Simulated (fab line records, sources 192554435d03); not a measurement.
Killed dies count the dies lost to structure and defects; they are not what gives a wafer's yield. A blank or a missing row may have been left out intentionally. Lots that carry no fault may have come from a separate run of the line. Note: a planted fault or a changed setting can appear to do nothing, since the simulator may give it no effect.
Which of the tools did it? | flow n5 finfet | 24 lots, 72 wafers sampled, at 4 steps of a route of 1938

## WHAT THE GAUGES SHOWED, per wafer
N5_BEOL_M13_OCD_MEAS_35. Usual: trench depth nm reads 410 nm (standard deviation 6.7).
lot  | measured     | on     | trench depth nm (nm) | flag
L074 | day 12 00:20 | ocd-01 | 413 413 405          |
L075 | day 12 00:24 | ocd-02 | 406 408 405          |
L076 | day 12 17:16 | ocd-01 | 420 411 412          |
L077 | day 12 17:31 | ocd-02 | 405 407 405          |
L078 | day 12 18:03 | ocd-01 | 413 407 410          |
L081 | day 13 00:50 | ocd-02 | 412 409 406          |
L082 | day 13 09:33 | ocd-02 | 417 425 409          |
L080 | day 13 19:24 | ocd-02 | 398 411 406          |
L079 | day 13 19:59 | ocd-02 | 404 401 407          |
L084 | day 13 20:41 | ocd-01 | 411 397 407          |
L083 | day 14 03:01 | ocd-02 | 407 419 400          |
L086 | day 14 07:20 | ocd-02 | 419 414 415          |
L085 | day 14 12:07 | ocd-02 | 402 411 409          |
L090 | day 14 23:56 | ocd-01 | 407 411 403          |
L087 | day 15 06:13 | ocd-01 | 402 420 404          |
L088 | day 15 11:10 | ocd-01 | 410 405 402          |
L089 | day 15 13:59 | ocd-02 | 401 404 401          |
L092 | day 15 23:03 | ocd-01 | 406 409 411          |
L091 | day 16 04:43 | ocd-02 | 407 404 422          |
L093 | day 16 09:10 | ocd-01 | 403 404 405          |
L094 | day 16 15:11 | ocd-02 | 402 409 404          |
L095 | day 17 03:29 | ocd-01 | 401 401 409          |
L096 | day 17 07:56 | ocd-02 | 420 418 414          |
L097 | day 17 13:52 | ocd-02 | 420 404 409          |

N5_BEOL_M14_CD_MEAS_10: the cd target is 250 nm. Usual: cd nm reads 250.1 nm (standard deviation 1.7).
lot  | measured     | on        | cd nm (nm)        | flag
L074 | day 12 05:32 | cd sem-02 | 247.5 248.4 248.9 |
L075 | day 12 05:58 | cd sem-01 | 249.9 248.5 249.3 |
L076 | day 12 22:09 | cd sem-03 | 253.1 251.8 250.8 |
L077 | day 12 22:29 | cd sem-01 | 249.0 249.3 249.2 |
L078 | day 12 22:39 | cd sem-02 | 247.5 246.8 246.6 |
L081 | day 13 08:05 | cd sem-01 | 248.6 250.1 247.6 |
L082 | day 13 13:25 | cd sem-03 | 247.7 248.9 250.3 |
L080 | day 13 22:02 | cd sem-03 | 253.8 253.3 252.2 |
L079 | day 14 02:23 | cd sem-02 | 250.3 249.4 252.0 |
L084 | day 14 02:25 | cd sem-02 | 252.2 249.8 252.3 |
L083 | day 14 06:37 | cd sem-01 | 251.7 251.5 250.3 |
L086 | day 14 10:54 | cd sem-03 | 248.2 250.2 249.2 |
L085 | day 14 22:28 | cd sem-02 | 248.7 250.9 251.4 |
L090 | day 15 03:38 | cd sem-03 | 249.1 249.8 250.2 |
L087 | day 15 09:11 | cd sem-03 | 250.2 252.0 250.6 |
L088 | day 15 16:17 | cd sem-03 | 249.5 247.9 248.9 |
L089 | day 15 16:58 | cd sem-03 | 251.2 249.4 248.3 |
L092 | day 16 08:07 | cd sem-02 | 250.3 249.4 251.7 |
L091 | day 16 11:35 | cd sem-01 | 252.1 251.5 251.8 |
L093 | day 16 11:49 | cd sem-01 | 249.0 251.1 247.6 |
L094 | day 16 18:02 | cd sem-02 | 251.3 250.6 251.0 |
L095 | day 17 12:05 | cd sem-03 | 249.7 249.9 249.3 |
L096 | day 17 11:54 | cd sem-02 | 248.5 249.2 248.3 |
L097 | day 17 16:49 | cd sem-02 | 250.5 248.0 250.2 |

N5_BEOL_M15_CD_MEAS_10: the cd target is 360 nm. Usual: cd nm reads 360.1 nm (standard deviation 2).
lot  | measured     | on        | cd nm (nm)        | flag
L074 | day 12 09:29 | cd sem-01 | 362.1 359.5 358.6 |
L075 | day 12 10:17 | cd sem-02 | 356.9 360.2 357.2 |
L076 | day 13 02:02 | cd sem-03 | 358.8 362.8 359.0 |
L077 | day 13 04:17 | cd sem-03 | 359.9 361.8 361.1 |
L078 | day 13 04:19 | cd sem-02 | 361.0 361.9 363.2 |
L081 | day 13 15:04 | cd sem-03 | 359.8 360.6 362.5 |
L082 | day 13 18:56 | cd sem-01 | 358.0 357.8 357.5 |
L080 | day 14 02:44 | cd sem-01 | 355.0 359.3 357.6 |
L079 | day 14 07:18 | cd sem-01 | 362.1 361.5 361.4 |
L084 | day 14 07:32 | cd sem-03 | 358.2 358.2 359.3 |
L083 | day 14 12:38 | cd sem-01 | 359.5 363.4 364.0 |
L086 | day 14 16:26 | cd sem-01 | 360.3 361.2 359.9 |
L085 | day 15 03:54 | cd sem-02 | 359.5 356.7 355.7 |
L090 | day 15 09:08 | cd sem-01 | 358.8 359.7 361.2 |
L087 | day 15 14:14 | cd sem-03 | 364.3 360.7 360.5 |
L088 | day 15 20:52 | cd sem-02 | 362.1 359.0 358.5 |
L089 | day 15 21:45 | cd sem-01 | 362.3 359.6 360.3 |
L092 | day 16 13:19 | cd sem-01 | 362.4 362.4 359.0 |
L091 | day 16 17:10 | cd sem-02 | 359.7 361.7 363.9 |
L093 | day 16 17:20 | cd sem-03 | 360.7 359.4 359.9 |
L094 | day 16 22:50 | cd sem-01 | 358.6 357.1 355.2 |
L095 | day 17 17:33 | cd sem-01 | 358.6 358.2 360.7 |
L096 | day 17 17:21 | cd sem-02 | 361.2 357.3 358.9 |
L097 | day 17 23:06 | cd sem-01 | 363.0 363.5 359.8 |

## WHAT TOOL EACH LOT RAN ON (gives the tool, then ch and the chambers of the sampled wafers, and finally the start)
lot  | N5_BEOL_M14_DEGAS_41
L074 | pvd sputter-03, day 12 07:35
L075 | pvd sputter-01, day 12 08:24
L076 | pvd sputter-03, day 13 00:09
L077 | pvd sputter-02, day 13 02:24
L078 | pvd sputter-02, day 13 02:00
L081 | pvd sputter-03, day 13 13:11
L082 | pvd sputter-03, day 13 16:48
L080 | pvd sputter-01, day 14 00:35
L079 | pvd sputter-01, day 14 05:01
L084 | pvd sputter-03, day 14 05:09
L083 | pvd sputter-02, day 14 09:52
L086 | pvd sputter-01, day 14 14:34
L085 | pvd sputter-03, day 15 01:52
L090 | pvd sputter-03, day 15 07:09
L087 | pvd sputter-01, day 15 11:13
L088 | pvd sputter-01, day 15 18:50
L089 | pvd sputter-01, day 15 19:44
L092 | pvd sputter-01, day 16 11:14
L091 | pvd sputter-01, day 16 15:01
L093 | pvd sputter-03, day 16 15:06
L094 | pvd sputter-02, day 16 20:55
L095 | pvd sputter-02, day 17 15:23
L096 | pvd sputter-01, day 17 15:11
L097 | pvd sputter-03, day 17 20:38
- N5_BEOL_M14_DEGAS_41: time 60 s.

## WHAT THE TOOLS THEMSELVES READ (means of the sampled wafers that have a number; where no wafer has one, the mark that the record gives instead)
N5_BEOL_M14_DEGAS_41. Usual: heater power w 464 W, standard deviation 49; susceptor temp C 300.00 C, standard deviation 0.19.
lot  | tool           | heater power w (W) | susceptor temp C (C) | flag
L074 | pvd sputter-03 | 429                | 299.99               |
L075 | pvd sputter-01 | 531                | 299.93               |
L076 | pvd sputter-03 | 421                | 300.04               |
L077 | pvd sputter-02 | 470                | 299.84               |
L078 | pvd sputter-02 | 433                | 299.85               |
L081 | pvd sputter-03 | 415                | 300.04               |
L082 | pvd sputter-03 | 452                | 300.07               |
L080 | pvd sputter-01 | 506                | 300.14               |
L079 | pvd sputter-01 | 506                | 299.93               |
L084 | pvd sputter-03 | 451                | 300.02               |
L083 | pvd sputter-02 | 462                | 300.02               |
L086 | pvd sputter-01 | 548                | 299.98               |
L085 | pvd sputter-03 | 445                | 300.00               |
L090 | pvd sputter-03 | 453                | 299.81               |
L087 | pvd sputter-01 | 533                | 299.98               |
L088 | pvd sputter-01 | 466                | 300.15               |
L089 | pvd sputter-01 | 501                | 299.93               |
L092 | pvd sputter-01 | 509                | 300.02               |
L091 | pvd sputter-01 | 521                | 299.94               |
L093 | pvd sputter-03 | 454                | 299.92               |
L094 | pvd sputter-02 | 459                | 300.04               |
L095 | pvd sputter-02 | 427                | 299.92               |
L096 | pvd sputter-01 | 510                | 299.90               |
L097 | pvd sputter-03 | 442                | 300.04               |

## THE ANSWER, worked out from the rows above alone
Rule: a lot counts as off when the mean over its wafers that have a number is more than 3 standard deviations away from the usual mean. A lot without any number at a reading at which 4 lots or more have one is off too. The other lots that the step has rows for count as sound. First the gauges in route order, then the tools' own readings, where a lot's mean is used as printed above. At the first step where some lot is off, the reading lying furthest off is the one used; lots without a number count as furthest.
Across all readings shown, no lot is off: no conclusion can be drawn from this.

## WHAT THE SIMULATOR HAD PUT IN
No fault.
